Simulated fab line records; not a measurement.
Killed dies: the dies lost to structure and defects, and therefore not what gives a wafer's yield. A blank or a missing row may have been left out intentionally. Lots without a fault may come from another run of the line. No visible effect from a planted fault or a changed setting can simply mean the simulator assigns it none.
fab line records	flow nand_harc
[record] lots = 6	wafers = 16	last_day = 23
route steps=1159 shown A_CONTACT@893 END@1159
lots with no fault: from the same line, run without faults
start_h: hours from the record's opening day to when the first of the lot's shown wafers began	wait_h: hours since the lot's step before	" same as the row above	L1.1+2: several wafers, shown together as one row	- no value present, or no start provided	* or withheld: withheld	< > ~ a bound
route shown NAME@n: a module of which the file shows steps, and the number in the route of the first	usual: mean/standard deviation taken from wafers without a fault	same: alike in all rows	chamber/n: place in a boat	sites: each site's reading	_std_site: standard deviation of those values	_edge_site: mean of outer sites minus mean of inner sites	radius_mm: for every site, how far away it sits from the centre of the wafer	mask NAME#n: copy n	behind: the tool/chamber that last shaped the wafer	hold: the reason the lot was held/the length of the hold in hours/how it ended	device: names the non-switching transistor (n, p or np)	end of line: tests of these same wafers at the route's end	a step with no rows: only its recipe	killed: count of dies lost to structure and defects at first sort (not the wafer's yield)	map: shows each die of a wafer: x if killed, . if not, _ if none is there
set.NAME: the setting the step ran with; set.NAME@STEP: the setting that earlier step ran with	model.NAME: the simulator's own value behind a step, which no gauge read
lots at selected steps of the route; one table per step, one row per wafer
services: a tool's chamber out of use, with start hour (start_h, from the record's first day; less than 0 if before it), hours out, and reason
[[steps]]
[step NHARC_A_CONTACT_EXPOSE_66]
[recipe] na = 1.35	sigma_outer = 0.8	dose_mj = 59.02	mask_id = A_CC_2
[step NHARC_A_CONTACT_PEB_67]
[recipe] peb_temp_c = 100	peb_time_s = 65
[step NHARC_A_CONTACT_DEVELOP_68]
[recipe] develop_time_s = 35	dev_temp_c = 23
[step NHARC_A_CONTACT_CD_MEAS_69]
[recipe] target_cd_nm = 200	landing_energy_ev = 500
[usual] cd_nm = 199.9/0.62
[same] landing_energy_ev = 500
lot.wafer	tool	chamber	start_h	wait_h	cd_nm
L412.2	cd_sem-02	0	388.32	-	199.7
L412.3	"	0	"	"	200.2
L412.6	"	0	"	"	200.3
L415.2	cd_sem-02	0	410.09	-	199.4
L415.3	"	0	"	"	200.0
L415.4	"	0	"	"	199.5
L421.1	cd_sem-01	0	436.50	-	199.2
L421.6	"	0	"	"	199.6
L424.3	cd_sem-02	0	445.45	-	201.1
L424.6	"	0	"	"	200.0
L426.2	cd_sem-02	0	461.02	-	199.3
L426.3	"	0	"	"	199.7
L426.4	"	0	"	"	199.8
L431.2	cd_sem-01	0	489.27	-	200.9
L431.3	"	0	"	"	200.3
L431.5	"	0	"	"	199.9
[step NHARC_A_CONTACT_OVL_MEAS_70]
[usual] overlay_x_nm = 0.0/0.84	overlay_y_nm = -0.3/0.87
lot.wafer	tool	chamber	start_h	wait_h	overlay_x_nm	overlay_y_nm
L412.2	overlay-02	-	388.41	-	-1.3	-0.1
L412.3	"	-	"	"	-1.0	-0.7
L412.6	"	-	"	"	-1.5	-0.3
L415.2	overlay-01	-	410.17	-	-0.3	0.1
L415.3	"	-	"	"	-0.2	0.0
L415.4	"	-	"	"	0.0	0.5
L421.1	overlay-01	-	436.59	-	-0.6	0.3
L421.6	"	-	"	"	-0.6	0.8
L424.3	overlay-01	-	445.53	-	-0.6	-0.8
L424.6	"	-	"	"	-1.0	-1.3
L426.2	overlay-01	-	461.11	-	0.8	-0.7
L426.3	"	-	"	"	0.9	-0.4
L426.4	"	-	"	"	0.5	-0.4
L431.2	overlay-01	-	489.36	-	-0.1	-1.8
L431.3	"	-	"	"	0.2	-1.6
L431.5	"	-	"	"	0.1	-1.2
[step NHARC_A_CONTACT_INSPECT_71]
[usual] raw_defect_count = 28/12
lot.wafer	tool	chamber	start_h	wait_h	raw_defect_count
L412.2	defect_inspect-01	-	388.44	0.0	23
L412.3	"	-	"	"	27
L412.6	"	-	"	"	18
L415.2	defect_inspect-01	-	410.21	0.0	42
L415.3	"	-	"	"	38
L415.4	"	-	"	"	38
L421.1	defect_inspect-01	-	436.63	0.0	38
L421.6	"	-	"	"	41
L424.3	defect_inspect-01	-	445.57	0.0	34
L424.6	"	-	"	"	32
L426.2	defect_inspect-02	-	461.15	0.0	52
L426.3	"	-	"	"	34
L426.4	"	-	"	"	57
L431.2	defect_inspect-02	-	489.40	0.0	58
L431.3	"	-	"	"	54
L431.5	"	-	"	"	50
[step NHARC_A_CONTACT_DESCUM_74]
[recipe] time_s = 3	o2_flow_sccm = 200	ar_flow_sccm = 0	bias_power_w = 0	chemistry = O2
[step NHARC_A_CONTACT_ETCH_75]
[recipe] target_depth_a = 390	over_etch_frac = 0.3	time_s = 65	ion_energy_ev = 80	cf4_flow_sccm = 150	ar_flow_sccm = 0	rf_w = 300	bias_w = 100	chemistry = CF4
[step NHARC_A_CONTACT_ETCH_76]
[recipe] target_depth_a = 2600	over_etch_frac = 0.3	time_s = 475.3	ion_energy_ev = 200	n2_flow_sccm = 150	h2_flow_sccm = 150	ar_flow_sccm = 0	rf_w = 400	bias_w = 150	chemistry = N2/H2
[step NHARC_A_CONTACT_ETCH_77]
[recipe] target_depth_a = 726	time_s = 36.3	cf4_flow_sccm = 100	chf3_flow_sccm = 30	ar_flow_sccm = 0	rf_w = 500	bias_w = 200	chemistry = CF4/CHF3
[usual] bias_w = 200.0/0.59	drypump_motor_current_A = 5.5/0.5	oes_product_au = 0.939/0.022	rf_vpp_V = 369.6/2.6	showerhead_plenum_p_Torr = 1.55/0.074	throttle_valve_pct = 16.802/0.0096
lot.wafer	tool	chamber	start_h	wait_h	bias_w	drypump_motor_current_A	oes_product_au	rf_hours_counter_h	rf_vpp_V	showerhead_plenum_p_Torr	throttle_valve_pct
L412.3	rie_diel-13	2	-	-	200.2	5.8	0.908	41	367.6	1.53	16.804
L412.2	"	3	"	"	200.6	5.4	0.913	39	373.4	1.67	16.786
L412.6	"	1	"	"	199.2	6.3	0.920	-	370.4	1.55	16.796
L415.2	rie_diel-04	1	-	-	200.0	6.5	0.965	47	370.6	1.57	16.808
L415.3	"	2	"	"	201.7	6.3	0.938	43	373.5	1.69	16.793
L415.4	"	2	"	"	200.4	6.3	0.940	-	373.9	1.69	16.783
L421.1	rie_diel-13	3	-	-	200.2	5.4	0.923	54	373.0	1.67	16.795
L421.6	"	0	"	"	200.1	5.3	0.922	-	367.4	1.48	16.806
L424.3	rie_diel-01	0	-	-	199.9	4.8	0.927	20	371.4	1.64	16.808
L424.6	"	0	"	"	200.3	4.8	0.925	-	372.7	1.64	16.792
L426.4	rie_diel-01	0	-	-	200.0	4.9	0.949	26	373.1	1.64	16.786
L426.2	"	2	"	"	200.5	5.3	0.969	28	367.9	1.48	16.806
L426.3	"	3	"	"	199.9	5.9	0.972	29	367.7	1.47	16.783
L431.2	rie_diel-04	2	-	-	199.7	6.3	0.990	4	372.9	1.68	16.793
L431.3	"	0	"	"	199.7	5.8	0.967	4	376.1	1.70	16.798
L431.5	"	2	"	"	200.3	6.3	0.990	-	374.1	1.68	16.804
[step NHARC_A_CONTACT_ETCH_78]
[recipe] target_depth_a = 28000	over_etch_frac = 0.3	time_s = 728	ion_energy_ev = 150	o2_flow_sccm = 400	cos_flow_sccm = 20	ar_flow_sccm = 0	rf_w = 500	bias_w = 300	chemistry = O2/COS
[step NHARC_A_CONTACT_ETCH_124]
[recipe] source_w = withheld	pressure_mtorr = 20	bias_v = withheld	time_s = 140	target_depth_a = 7000	ar_flow_sccm = withheld	c4f8_flow_sccm = withheld	o2_flow_sccm = withheld	chemistry = C4F8/O2/Ar
[usual] oes_air_line_au = 0.999/0.021
lot.wafer	tool	chamber	start_h	wait_h	oes_air_line_au	rf_hours_counter_h
L412.2	har_cap_etch-02	1	389.80	-	1.009	11
L412.3	"	0	"	"	0.986	-
L412.6	"	0	"	"	0.982	-
L415.2	har_cap_etch-03	1	411.78	-	1.014	86
L415.4	"	0	"	"	1.022	-
L415.3	"	1	"	"	0.986	-
L421.1	har_cap_etch-03	0	437.92	-	0.959	92
L421.6	"	0	"	"	1.012	-
L424.3	har_cap_etch-03	0	447.36	-	1.015	-
L424.6	"	1	"	"	1.007	-
L426.2	har_cap_etch-01	0	462.51	-	0.988	74
L426.4	"	1	"	"	0.991	-
L426.3	"	0	"	"	0.973	-
L431.2	har_cap_etch-01	1	490.62	-	0.972	80
L431.3	"	1	"	"	0.997	-
L431.5	"	0	"	"	1.024	-
[step NHARC_A_CONTACT_ETCH_125]
[recipe] source_w = withheld	pressure_mtorr = 20	bias_v = 1200	time_s = 155	target_depth_a = 9560	ar_flow_sccm = withheld	c4f8_flow_sccm = withheld	o2_flow_sccm = withheld	chemistry = C4F8/O2/Ar
[usual] oes_air_line_au = 1.001/0.018
lot.wafer	tool	chamber	start_h	wait_h	oes_air_line_au	rf_hours_counter_h
L412.2	har_cap_etch-02	1	390.00	0.2	1.007	11
L412.3	"	0	"	"	0.996	-
L412.6	"	0	"	"	0.980	-
L415.2	har_cap_etch-03	1	411.97	0.2	0.978	87
L415.4	"	0	"	"	1.022	-
L415.3	"	1	"	"	0.994	-
L421.1	har_cap_etch-03	0	438.17	0.2	0.975	92
L421.6	"	0	"	"	1.009	-
L424.3	har_cap_etch-03	0	447.68	0.3	1.007	-
L424.6	"	1	"	"	0.983	-
L426.2	har_cap_etch-01	0	462.70	0.2	1.005	74
L426.4	"	1	"	"	1.018	-
L426.3	"	0	"	"	1.021	-
L431.2	har_cap_etch-01	1	490.81	0.2	1.031	80
L431.3	"	1	"	"	0.992	-
L431.5	"	0	"	"	0.997	-
[step NHARC_A_CONTACT_ETCH_126]
[recipe] source_w = withheld	pressure_mtorr = 20	bias_v = 1200	time_s = 155	target_depth_a = 9560	ar_flow_sccm = withheld	c4f8_flow_sccm = withheld	o2_flow_sccm = withheld	chemistry = C4F8/O2/Ar
[step NHARC_A_CONTACT_ETCH_127]
[recipe] source_w = withheld	pressure_mtorr = 20	bias_v = 1200	time_s = 155	target_depth_a = 9560	ar_flow_sccm = withheld	c4f8_flow_sccm = withheld	o2_flow_sccm = withheld	chemistry = C4F8/O2/Ar
[step NHARC_A_CONTACT_ETCH_128]
[recipe] source_w = withheld	pressure_mtorr = 20	bias_v = 1200	time_s = 155	target_depth_a = 9560	ar_flow_sccm = withheld	c4f8_flow_sccm = withheld	o2_flow_sccm = withheld	chemistry = C4F8/O2/Ar
[usual] oes_air_line_au = 1.003/0.02
lot.wafer	tool	chamber	start_h	wait_h	oes_air_line_au	rf_hours_counter_h
L412.2	har_cap_etch-02	1	390.43	0.1	0.989	12
L412.3	"	0	"	"	0.975	-
L412.6	"	0	"	"	0.992	-
L415.2	har_cap_etch-03	1	412.40	0.1	0.990	87
L415.4	"	0	"	"	1.010	-
L415.3	"	1	"	"	0.969	-
L421.1	har_cap_etch-03	0	438.73	0.2	0.995	93
L421.6	"	0	"	"	0.998	-
L424.3	har_cap_etch-03	0	448.43	0.2	1.035	-
L424.6	"	1	"	"	0.996	-
L426.2	har_cap_etch-01	0	463.13	0.1	0.963	74
L426.4	"	1	"	"	1.031	-
L426.3	"	0	"	"	1.001	-
L431.2	har_cap_etch-01	1	491.23	0.1	1.005	80
L431.3	"	1	"	"	0.985	-
L431.5	"	0	"	"	1.020	-
[step NHARC_A_CONTACT_ETCH_129]
[recipe] source_w = withheld	pressure_mtorr = 20	bias_v = 1200	time_s = 155	target_depth_a = 9560	ar_flow_sccm = withheld	c4f8_flow_sccm = withheld	o2_flow_sccm = withheld	chemistry = C4F8/O2/Ar
[usual] oes_air_line_au = 0.998/0.025
lot.wafer	tool	chamber	start_h	wait_h	oes_air_line_au	rf_hours_counter_h
L412.2	har_cap_etch-02	1	390.57	0.1	1.028	12
L412.3	"	0	"	"	0.997	-
L412.6	"	0	"	"	1.010	-
L415.2	har_cap_etch-03	1	412.54	0.1	1.000	87
L415.4	"	0	"	"	0.982	-
L415.3	"	1	"	"	0.998	-
L421.1	har_cap_etch-03	0	438.92	0.2	1.025	93
L421.6	"	0	"	"	1.007	-
L424.3	har_cap_etch-03	0	448.68	0.2	1.042	-
L424.6	"	1	"	"	0.997	-
L426.2	har_cap_etch-01	0	463.27	0.1	0.943	74
L426.4	"	1	"	"	0.979	-
L426.3	"	0	"	"	0.986	-
L431.2	har_cap_etch-01	1	491.38	0.1	1.002	80
L431.3	"	1	"	"	0.981	-
L431.5	"	0	"	"	0.995	-
[step NHARC_A_CONTACT_ETCH_130]
[recipe] source_w = withheld	pressure_mtorr = 20	bias_v = 1200	time_s = 155	target_depth_a = 9560	ar_flow_sccm = withheld	c4f8_flow_sccm = withheld	o2_flow_sccm = withheld	chemistry = C4F8/O2/Ar
[step NHARC_A_CONTACT_ETCH_131]
[recipe] source_w = withheld	pressure_mtorr = 20	bias_v = 1200	time_s = 155	target_depth_a = 9560	ar_flow_sccm = withheld	c4f8_flow_sccm = withheld	o2_flow_sccm = withheld	chemistry = C4F8/O2/Ar
[step NHARC_A_CONTACT_ETCH_132]
[recipe] source_w = withheld	pressure_mtorr = 20	bias_v = 1200	time_s = 156	target_depth_a = 9580	ar_flow_sccm = withheld	c4f8_flow_sccm = withheld	o2_flow_sccm = withheld	chemistry = C4F8/O2/Ar
[usual] oes_air_line_au = 1.003/0.019
lot.wafer	tool	chamber	start_h	wait_h	oes_air_line_au	rf_hours_counter_h
L412.2	har_cap_etch-02	1	390.99	0.1	0.997	12
L412.3	"	0	"	"	0.986	-
L412.6	"	0	"	"	0.994	-
L415.2	har_cap_etch-03	1	412.96	0.1	1.021	87
L415.4	"	0	"	"	0.998	-
L415.3	"	1	"	"	1.003	-
L421.1	har_cap_etch-03	0	439.48	0.2	1.011	93
L421.6	"	0	"	"	0.992	-
L424.3	har_cap_etch-03	0	449.44	0.2	1.022	-
L424.6	"	1	"	"	0.961	-
L426.2	har_cap_etch-01	0	463.70	0.1	1.018	75
L426.4	"	1	"	"	1.012	-
L426.3	"	0	"	"	1.000	-
L431.2	har_cap_etch-01	1	491.80	0.1	0.977	81
L431.3	"	1	"	"	1.003	-
L431.5	"	0	"	"	0.996	-
[step NHARC_A_CONTACT_ETCH_133]
[recipe] source_w = withheld	pressure_mtorr = 20	bias_v = 400	time_s = 195	target_depth_a = 8400	ar_flow_sccm = withheld	c4f8_flow_sccm = 11.5	o2_flow_sccm = 7.2	chemistry = C4F8/O2/Ar
[step NHARC_A_CONTACT_ETCH_91]
[recipe] target_depth_a = 400	over_etch_frac = 0.5	time_s = 85.7	ion_energy_ev = 120	ch3f_flow_sccm = 50	o2_flow_sccm = 30	ar_flow_sccm = 200	rf_w = 500	bias_w = 100	chemistry = CH3F/O2
[step NHARC_A_CONTACT_ETCH_97]
[recipe] target_depth_a = 200	over_etch_frac = 0.5	time_s = 10	ion_energy_ev = 250	c4f6_flow_sccm = 25	o2_flow_sccm = 20	ar_flow_sccm = 500	rf_w = 600	bias_w = 500	chemistry = C4F6/O2
[step NHARC_A_CONTACT_CD_MEAS_80]
[usual] cd_nm = 189.7/0.71
lot.wafer	tool	chamber	start_h	wait_h	cd_nm
L412.2	cd_sem-03	-	391.93	-	189.3
L412.3	"	-	"	"	189.6
L412.6	"	-	"	"	189.9
L415.2	cd_sem-02	-	413.87	-	190.2
L415.3	"	-	"	"	189.6
L415.4	"	-	"	"	189.7
L421.1	cd_sem-02	-	440.52	-	190.8
L421.6	"	-	"	"	191.1
L424.3	cd_sem-01	-	450.62	-	189.9
L424.6	"	-	"	"	190.6
L426.2	cd_sem-02	-	464.60	-	188.0
L426.3	"	-	"	"	188.0
L426.4	"	-	"	"	188.5
L431.2	cd_sem-01	-	492.71	-	189.7
L431.3	"	-	"	"	190.1
L431.5	"	-	"	"	189.9
[step NHARC_A_CONTACT_STRIP_103]
[recipe] n2_flow_sccm = 150	h2_flow_sccm = 150	ar_flow_sccm = 0	bias_w = 0	chemistry = N2/H2
[step NHARC_A_CONTACT_STRIP_104]
[recipe] cf4_flow_sccm = 100	chf3_flow_sccm = 30	ar_flow_sccm = 0	bias_w = 0	chemistry = CF4/CHF3
[step NHARC_A_CONTACT_STRIP_105]
[recipe] o2_flow_sccm = 400	cos_flow_sccm = 20	ar_flow_sccm = 0	bias_w = 0	chemistry = O2/COS
[step NHARC_A_CONTACT_ETCH_106]
[recipe] target_depth_a = 600	overetch_a = 60	time_s = 33	ion_energy_ev = 100	cf4_flow_sccm = 80	o2_flow_sccm = 20	ar_flow_sccm = 0	rf_w = 300	bias_w = 100	chemistry = CF4/O2
[step NHARC_A_CONTACT_STRIP_82]
[recipe] o2_flow_sccm = 500	ar_flow_sccm = 0	bias_w = 0	chemistry = O2
[step NHARC_A_CONTACT_STRIP_83]
[recipe] time_s = 600	temp_c = 30	chemistry = post_etch_residue_remover
[step NHARC_A_CONTACT_DEP_84]
[recipe] target_thk_a = 20000	temp_c = 400	material = aC
[step NHARC_A_CONTACT_DEP_85]
[recipe] target_thk_a = 500	target_thk_nm = 50	temp_c = 400	pressure_torr = 3.5	flow_sccm = 200	rf_w = 350	material = SiON
[step NHARC_A_CONTACT_DEHYDRATE_00]
[recipe] temp_c = 150	time_s = 120
[step NHARC_A_CONTACT_HMDS_01]
[recipe] time_s = 30
[step NHARC_A_CONTACT_COAT_86]
[recipe] temp_c = 260	time_s = 75
[step NHARC_A_CONTACT_COAT_87]
[recipe] temp_c = 225	time_s = 65
[step NHARC_A_CONTACT_COAT_02]
[recipe] spin_rpm = 1500	resist_thk_nm = 90
[step NHARC_A_CONTACT_SOFTBAKE_03]
[recipe] temp_c = 105	time_s = 55
[step NHARC_A_CONTACT_EBR_04]
[step NHARC_A_CONTACT_EXPOSE_05]
[recipe] na = 1.35	sigma_outer = 0.8	dose_mj = 84.24	mask_id = A_CC
[step NHARC_A_CONTACT_PEB_06]
[recipe] peb_temp_c = 100	peb_time_s = 65
[step NHARC_A_CONTACT_DEVELOP_07]
[recipe] develop_time_s = 35	dev_temp_c = 23
[step NHARC_A_CONTACT_DESCUM_13]
[recipe] time_s = 3	o2_flow_sccm = 200	ar_flow_sccm = 0	bias_power_w = 0	chemistry = O2
[usual] drypump_motor_current_A = 5.5/0.49	oes_product_au = 0.998/0.0095	rf_vpp_V = 57.6/0.9	showerhead_plenum_p_Torr = 1.87/0.095	throttle_valve_pct = 11.312/0.01
lot.wafer	tool	chamber	start_h	wait_h	hold	drypump_motor_current_A	oes_product_au	rf_hours_counter_h	rf_vpp_V	showerhead_plenum_p_Torr	throttle_valve_pct
L412.2	rie_diel-01	3	395.04	0.1	-	5.9	1.002	11	56.4	1.79	11.327
L412.3	"	1	"	"	-	5.1	0.993	11	58.5	1.84	11.316
L412.6	"	3	"	"	-	5.9	1.007	-	57.5	1.79	11.310
L415.2	rie_diel-01	1	420.64	0.1	-	5.0	0.997	14	58.3	1.84	11.311
L415.4	"	2	"	"	-	5.3	0.990	15	57.0	1.80	11.296
L415.3	"	0	"	"	-	4.9	0.988	14	59.5	2.00	11.316
L421.1	rie_diel-04	1	450.83	7.2	await_dispo/7.1h/release	6.6	1.015	61	58.6	1.90	11.310
L421.6	"	0	"	"	await_dispo/7.1h/release	5.8	1.008	-	56.8	1.77	11.317
L424.3	rie_diel-04	1	454.35	0.5	await_dispo/0.4h/release	6.5	1.023	66	57.1	1.90	11.310
L424.6	"	1	"	"	await_dispo/0.4h/release	6.5	1.020	-	58.3	1.90	11.308
L426.3	rie_diel-01	3	468.99	0.1	-	5.9	1.009	30	56.8	1.79	11.308
L426.4	"	1	"	"	-	5.1	0.995	29	57.0	1.83	11.314
L426.2	"	2	"	"	-	5.3	1.000	29	57.6	1.79	11.313
L431.3	rie_diel-04	0	496.48	0.1	-	5.8	0.993	6	57.7	2.07	11.324
L431.2	"	3	"	"	-	6.2	1.009	7	57.3	1.80	11.306
L431.5	"	0	"	"	-	5.8	0.999	-	58.6	2.07	11.312
[step NHARC_END_SORT_01]
[recipe] temp_c = 25
[usual] killed_at_array = 25/9.2	killed_at_other = 0.8/1.2	killed_at_periphery = 3.9/2.6	killed_dies = 30/9.7	killed_open = 3.4/1.9	killed_short = 2.0/1.4
[same] gross_dies = 677
lot.wafer	tool	chamber	start_h	wait_h	killed_at_array	killed_at_other	killed_at_periphery	killed_dies	killed_open	killed_short
L421.1	prober-02	0	520.45	2.5	100	1	3	104	2	5
L421.6	prober-02	0	524.46	4.0	107	1	2	110	3	4
L424.3	prober-02	0	534.86	3.1	96	0	6	102	3	1
L424.6	prober-02	0	537.27	4.0	37	3	7	47	1	4
L426.2	prober-02	0	536.94	2.8	44	3	5	52	3	1
// killed by level:class
L421.1 A_CONTACT:unspecified=71 A_STAIRCASE:chamber_film_flake=8 A_SLIT:chamber_film_flake=8 A_CHANNEL_HOLE_D1:chamber_film_flake=6 A_SGD_CUT:geometric_particle:short=2 P_STI:chamber_film_flake=2 P_M0:geometric_particle:short=1 A_SOURCE_PLATE:geometric_particle:short=1
L421.6 A_CONTACT:unspecified=75 A_SLIT:chamber_film_flake=12 A_CHANNEL_HOLE_D1:chamber_film_flake=5 A_WL_FILL:chamber_film_flake=5 A_STAIRCASE:chamber_film_flake=3 A_CHANNEL_FILL_D1:geometric_particle:short=2 A_CONTACT:geometric_particle:open=2 A_CONTACT:chamber_film_flake=2
L424.3 A_CONTACT:unspecified=68 A_CHANNEL_HOLE_D1:chamber_film_flake=18 A_CONTACT:chamber_film_flake=3 P_GATE:chamber_film_flake=3 A_WL_FILL:chamber_film_flake=3 P_M0:chamber_film_flake=2 P_BONDPAD:geometric_particle:open=1 A_ONON_D1:geometric_particle:short=1
L426.2 A_CHANNEL_HOLE_D1:chamber_film_flake=21 A_SLIT:chamber_film_flake=10 A_CONTACT:chamber_film_flake=7 THIN_TSV:chamber_film_flake=3 A_CHANNEL_FILL_D1:geometric_particle:open=2 P_GATE:chamber_film_flake=2 P_M1:chamber_film_flake=2 A_WL_FILL:chamber_film_flake=2
L424.6 A_CHANNEL_HOLE_D1:chamber_film_flake=19 A_CONTACT:chamber_film_flake=8 P_M0:chamber_film_flake=4 P_GATE:chamber_film_flake=3 A_M0:geometric_particle:short=2 A_ZERO_WELL:chamber_film_flake=2 A_SGD_CUT:chamber_film_flake=2 THIN_TSV:chamber_film_flake=2
// map L421.6 (x killed, . not)
____________x____________
_________x.x.xx._________
_______....x.x.x.._______
______..x..x.xx....______
_____......x.xx....._____
____........x........____
____.........x.......____
___......x............___
___....x..............___
__.....x............x..__
__.....................__
_......................._
_......................._
_......................._
_..x.x.................._
_......................._
.........................
.........................
..........x..............
..........x..............
...............x.........
_.........xxx..........._
_.......x.xxxxx....x.x.._
_........xxxxxx.x..x...._
_.......xxxxxxxx........_
_.......xxxxxxx.x......._
__.......xxxxxxx.......__
__.......xxxxxxx.......__
___.....xxxxxxxxx.....___
___......xxxxxxx......___
____....xxxxxxx......____
____......xxxx.......____
_____x.....x........_____
______.....x..x....______
_______.....x.x..._______
_________....x.._________
____________x____________
// map L424.3 (x killed, . not)
____________.____________
_________......._________
_______..........._______
______.......x.....______
_____..............._____
____.................____
____x......x......x..____
___........x..........___
___......x............___
__.....................__
__.....................__
_......................._
_......................._
_......................._
_......................._
_.........x............._
.........................
.........................
.........................
...........x.............
...........x..x..........
_......x..x.xx..x......._
_......xx..xxxxx........_
_.......x.xx.xx........._
_.......xxxxxxxx........_
_....x.x..xxxxxxx......._
__.....xxxxxxxxx.......__
__.....xxxxxxxxxx..x..x__
___..xxxxxxxxxxx......___
___..xx.x.xxxxx..x....___
____....x.xx.x.......____
____.x.x..xxxx.x.....____
_____x......x...x..._____
______....xx.......______
_______....x......_______
_________......._________
____________.____________
[[services]]
tool	chamber	start_h	hours	kind
rie_diel-04	3	365.31	26.3	repair
rie_diel-01	0	372.87	-	clean
rie_diel-01	1	372.87	-	clean
rie_diel-01	2	372.87	-	clean
rie_diel-01	3	372.87	-	clean
rie_diel-01	0	391.93	6.4	repair
rie_diel-01	1	397.39	-	clean
rie_diel-01	2	397.39	-	clean
rie_diel-01	3	397.39	-	clean
rie_diel-04	0	406.09	10.4	repair
rie_diel-13	2	415.09	6.4	repair
rie_diel-01	0	421.96	-	clean
rie_diel-01	1	421.96	-	clean
rie_diel-01	2	421.96	-	clean
rie_diel-01	3	421.96	-	clean
rie_diel-01	0	422.42	2.4	repair
rie_diel-01	0	446.56	-	clean
rie_diel-01	1	446.56	-	clean
rie_diel-01	2	446.56	-	clean
rie_diel-13	-	453.00	9.0	pm
rie_diel-04	-	467.04	9.0	pm
har_cap_etch-01	-	479.00	0.8	repair
rie_diel-01	-	491.81	9.0	pm
rie_diel-13	2	494.78	4.1	repair
[[key]]
[first_sign] step = NHARC_END_SORT_01	reading = killed_at_array	direction = up	sigmas = 8.2	usual = 25	struck = 101
[effect] step = NHARC_END_SORT_01	reading = killed_dies	direction = up	sigmas = 7.7	usual = 30	struck = 105
[more_kills_born_at] NHARC_A_CONTACT_ETCH_125@har_cap_etch-03 = 208
met_at NHARC_A_CONTACT_ETCH_125
struck_wafers L421.1,L421.6,L424.3
tester_left_out L421,L424
onset_between 411.97 438.17
[fault] kind = chamber_particle_source	tool = har_cap_etch-03	chamber = 0	onset_h = 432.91	steps = NHARC_A_CONTACT_ETCH_125	rate_per_visit_cm2 = 0.42903	end_h = 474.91
// tester_left_out: of these lots the tester's yield and bins aren't shown, on N5 and GAA mostly nor the transistor test; their killed dies are dies lost to structure and defects alone, not to doping, threshold or leakage, so they don't give the yield
